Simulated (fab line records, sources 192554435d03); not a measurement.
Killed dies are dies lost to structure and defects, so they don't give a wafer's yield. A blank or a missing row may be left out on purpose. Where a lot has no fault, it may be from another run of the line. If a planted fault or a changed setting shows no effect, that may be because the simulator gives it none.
Which of the tools did it? | flow n5 finfet | Sampling: 8 lots, 24 wafers, 6 of 1938 route steps

== WHAT THE GAUGES SHOWED, per wafer ==
N5_BEOL_M3_CD_MEAS_28: target cd 25.7 nm, target cd y 23.3 nm.
lot  | measured     | on        | cd nm (nm)
L547 | day 8 20:16  | cd sem-03 | 25.63 22.27 25.61
L556 | day 10 23:51 | cd sem-03 | 25.96 25.47 25.60
L554 | day 11 04:17 | cd sem-03 | 25.49 25.46 26.00
L559 | day 11 18:20 | cd sem-02 | 25.60 25.78 25.72
L560 | day 12 01:51 | cd sem-03 | 25.51 25.46 25.39
L562 | day 12 14:43 | cd sem-02 | 25.65 25.28 25.26
L564 | day 13 08:19 | cd sem-03 | 25.72 25.78 25.50
L563 | day 13 11:39 | cd sem-03 | 25.48 25.52 25.52

N5_BEOL_M4_RC_MEAS_101.
lot  | measured     | on        | CHAIN_V2 (ohm/link) | CHAIN_V2_max_site (ohm/link) | DIBL_N (mV/V)  | DIBL_P (mV/V)  | IOFF_N (nA/um)    | IOFF_P (nA/um)    | ION_N (uA/um) | ION_P (uA/um) | SS_N (mV/dec)  | SS_P (mV/dec)  | VT_N (mV)         | VT_P (mV)
L547 | day 10 00:17 | prober-02 | 238 318 234         | 244 333 238                  | 35.7 34.8 33.7 | 36.7 35.9 34.1 | 0.176 0.147 0.128 | 0.239 0.219 0.190 | 682 680 681   | 470 474 467   | 71.8 70.9 70.7 | 72.9 74.0 73.0 | 251.2 250.3 250.1 | -250 -252 -250
L556 | day 12 01:39 | prober-01 | 215 231 231         | 227 238 237                  | 37.0 36.3 36.7 | 37.8 37.1 37.1 | 0.187 0.175 0.172 | 0.269 0.266 0.257 | 680 696 686   | 469 479 478   | 71.5 71.9 71.8 | 74.1 73.7 73.1 | 245.6 247.8 245.8 | -244 -247 -246
L554 | day 12 04:12 | prober-01 | 232 224 218         | 243 242 225                  | 37.0 35.7 39.4 | 35.5 34.1 38.0 | 0.158 0.138 0.196 | 0.207 0.196 0.252 | 678 683 681   | 463 472 469   | 71.4 71.5 71.9 | 73.4 72.2 73.3 | 250.1 250.8 247.5 | -250 -245 -245
L559 | day 12 18:44 | prober-02 | 239 229 223         | 243 234 239                  | 36.5 35.7 36.0 | 37.6 36.6 37.3 | 0.155 0.142 0.145 | 0.216 0.194 0.219 | 672 676 676   | 464 464 463   | 70.9 71.5 71.8 | 73.4 73.3 73.5 | 250.2 251.9 251.1 | -248 -251 -248
L560 | day 12 20:55 | prober-02 | 230 236 240         | 235 239 248                  | 35.8 35.6 34.0 | 36.8 36.4 34.9 | 0.170 0.158 0.139 | 0.225 0.217 0.197 | 678 681 679   | 472 469 467   | 71.5 71.2 70.5 | 73.3 73.2 73.4 | 245.8 249.6 247.4 | -248 -248 -249
L562 | day 13 20:10 | prober-02 | 230 233 228         | 241 255 247                  | 37.6 37.3 37.2 | 36.5 37.1 36.3 | 0.155 0.156 0.147 | 0.207 0.218 0.203 | 665 680 671   | 457 465 467   | 71.7 71.6 71.3 | 72.6 72.3 73.1 | 250.2 250.3 250.7 | -250 -249 -249
L564 | day 14 10:47 | prober-02 | 233 224 224         | 236 227 231                  | 35.4 36.9 37.4 | 33.4 35.5 36.0 | 0.128 0.159 0.164 | 0.159 0.188 0.199 | 657 673 674   | 451 459 458   | 70.9 71.7 71.9 | 72.4 72.8 73.6 | 252.2 250.4 249.7 | -254 -251 -252
L563 | day 14 17:31 | prober-02 | 231 230 237         | 248 242 241                  | 36.7 36.6 37.7 | 36.1 35.9 38.0 | 0.170 0.166 0.184 | 0.206 0.199 0.240 | 676 676 690   | 466 461 471   | 71.5 70.6 72.1 | 73.0 73.5 73.9 | 247.0 250.3 245.6 | -251 -252 -249

== WHAT TOOL EACH LOT RAN ON (gives the tool, then ch and the chambers of the sampled wafers, and finally the start) ==
lot  | N5_BEOL_M3_ETCH_64                 | N5_BEOL_M3_EXPOSE_25              | N5_BEOL_M3_DESCUM_33               | N5_BEOL_M3_ALD_98
L547 | rie diel-03 ch 2,3, day 8 19:35    | euv scanner-01 ch 0, day 8 20:07  | rie diel-05 ch 0,3, day 8 20:23    | ald sin-02 ch 1,2, day 8 20:31
L556 | rie diel-06 ch 1,2,3, day 10 23:02 | euv scanner-01 ch 0, day 10 23:43 | rie diel-06 ch 1,2,3, day 10 23:58 | ald sin-02 ch 0,1,2, day 11 00:06
L554 | rie diel-05 ch 1,2, day 11 03:37   | euv scanner-01 ch 0, day 11 04:10 | rie diel-05 ch 1,3, day 11 04:25   | ald sin-03 ch 1,3, day 11 04:49
L559 | rie diel-05 ch 0,1,3, day 11 17:32 | euv scanner-01 ch 0, day 11 18:11 | rie diel-03 ch 0,1, day 11 18:29   | ald sin-03 ch 1,2, day 11 18:37
L560 | rie diel-05 ch 2,3, day 12 01:11   | euv scanner-01 ch 0, day 12 01:43 | rie diel-03 ch 2,3, day 12 01:59   | ald sin-03 ch 0,3, day 12 02:07
L562 | rie diel-03 ch 0,1,3, day 12 13:56 | euv scanner-01 ch 0, day 12 14:35 | rie diel-03 ch 0,1,2, day 12 14:51 | ald sin-02 ch 1,2, day 12 15:23
L564 | rie diel-03 ch 0,1,2, day 13 07:29 | euv scanner-02 ch 0, day 13 08:10 | rie diel-03 ch 0,1,2, day 13 08:26 | ald sin-03 ch 0,3, day 13 08:38
L563 | rie diel-03 ch 0,1,2, day 13 10:44 | euv scanner-02 ch 0, day 13 11:32 | rie diel-05 ch 1,2,3, day 13 11:47 | ald sin-02 ch 1,2, day 13 11:55
- N5_BEOL_M3_ETCH_64: etches SOC in N2/H2, target depth 75 nm, overetch 15 nm, time 112.5 s.
- N5_BEOL_M3_EXPOSE_25: exposes mask V2, defocus 5 nm.
- N5_BEOL_M3_DESCUM_33: chemistry O2, time 7 s.
- N5_BEOL_M3_ALD_98: deposits SiO2, target thk 2.5 nm, pulse time 1 s, co reactant pulse time 1 s.

== AS READ BY THE TOOLS THEMSELVES (means over the sampled wafers that have a number; for cases with no such wafer, the mark the record gives instead) ==
N5_BEOL_M3_ETCH_64.
lot  | tool        | drypump motor current A (A) | oes product au (a.u.) | rf vpp V (V) | showerhead plenum p Torr (Torr) | throttle valve pct (%)
L547 | rie diel-03 | 5.5                         | 0.58                  | 524.8        | 2.57                            | 17.92
L556 | rie diel-06 | 5.5                         | 0.69                  | 525.2        | 2.58                            | 17.73
L554 | rie diel-05 | 5.6                         | 0.64                  | 523.3        | 2.52                            | 17.93
L559 | rie diel-05 | 5.1                         | 0.60                  | 523.2        | 2.51                            | 17.74
L560 | rie diel-05 | 5.7                         | 0.61                  | 523.7        | 2.55                            | 17.95
L562 | rie diel-03 | 5.6                         | 0.63                  | 523.4        | 2.53                            | 17.78
L564 | rie diel-03 | 5.7                         | 0.62                  | 523.7        | 2.55                            | 17.61
L563 | rie diel-03 | 5.7                         | 0.61                  | 523.9        | 2.55                            | 17.59

N5_BEOL_M3_DESCUM_33.
lot  | tool        | drypump motor current A (A) | o2 flow sccm (sccm) | oes product au (a.u.) | rf vpp V (V) | showerhead plenum p Torr (Torr) | throttle valve pct (%)
L547 | rie diel-05 | 5.2                         | 224.3               | 0.74                  | 242.7        | 2.09                            | 20.35
L556 | rie diel-06 | 5.6                         | 224.7               | 0.88                  | 243.9        | 2.13                            | 20.39
L554 | rie diel-05 | 5.1                         | 224.9               | 0.81                  | 242.1        | 2.05                            | 20.21
L559 | rie diel-03 | 5.5                         | 225.4               | 0.83                  | 242.9        | 2.09                            | 20.22
L560 | rie diel-03 | 5.5                         | 224.7               | 0.72                  | 243.8        | 2.10                            | 20.49
L562 | rie diel-03 | 5.7                         | 225.3               | 0.78                  | 243.6        | 2.10                            | 20.21
L564 | rie diel-03 | 5.7                         | 224.6               | 0.78                  | 243.5        | 2.10                            | 20.22
L563 | rie diel-05 | 5.4                         | 225.2               | 0.78                  | 242.8        | 2.07                            | 20.41

N5_BEOL_M3_ALD_98.
lot  | tool       | heater power outer w (W) | heater power w (W) | precursor pulse height rel
L547 | ald sin-02 | 44                       | 81                 | 1.000
L556 | ald sin-02 | 44                       | 81                 | 0.998
L554 | ald sin-03 | 43                       | 75                 | 0.980
L559 | ald sin-03 | 43                       | 79                 | 1.034
L560 | ald sin-03 | 39                       | 74                 | 0.990
L562 | ald sin-02 | 43                       | 81                 | 0.987
L564 | ald sin-03 | 40                       | 74                 | 0.995
L563 | ald sin-02 | 43                       | 81                 | 0.997

== THE ANSWER, worked out from the rows above alone ==
Rule: usual is defined by the lots themselves. The widest of any qualifying gaps counts: lots, ordered by their means at a reading, are off when they make up no more than a third of the lots, leave a main group of 4 or more, and stand apart from it by 3 or more times the standard deviation of that group's means. Not used: any main group whose means are identical at the precision the tables above print for the reading. Also off: a lot with no number at a reading for which 4 or more lots have one. Any other lot the step has rows for is counted as sound. Order of review: gauges by route order, followed by the tools' own readings, for which a lot's mean as printed above is used. At the first step where some lot is off, the reading lying furthest off is the one used; lots without a number count as furthest.
Off: L547 (N5_BEOL_M3_CD_MEAS_28, cd nm). Mean 25.58 nm and standard deviation 0.11 in the main group.
A tool fits if, at a process step before that reading, it ran every lot that is off, and no sound lot after the first of them. Not tried: the gauges at N5_BEOL_M3_CD_MEAS_28; whatever is off there is also off at N5_BEOL_M4_RC_MEAS_101, on other tools, and gauge error can't account for it. No candidate that was tried fits.

== WHAT THE SIMULATOR HAD INSERTED ==
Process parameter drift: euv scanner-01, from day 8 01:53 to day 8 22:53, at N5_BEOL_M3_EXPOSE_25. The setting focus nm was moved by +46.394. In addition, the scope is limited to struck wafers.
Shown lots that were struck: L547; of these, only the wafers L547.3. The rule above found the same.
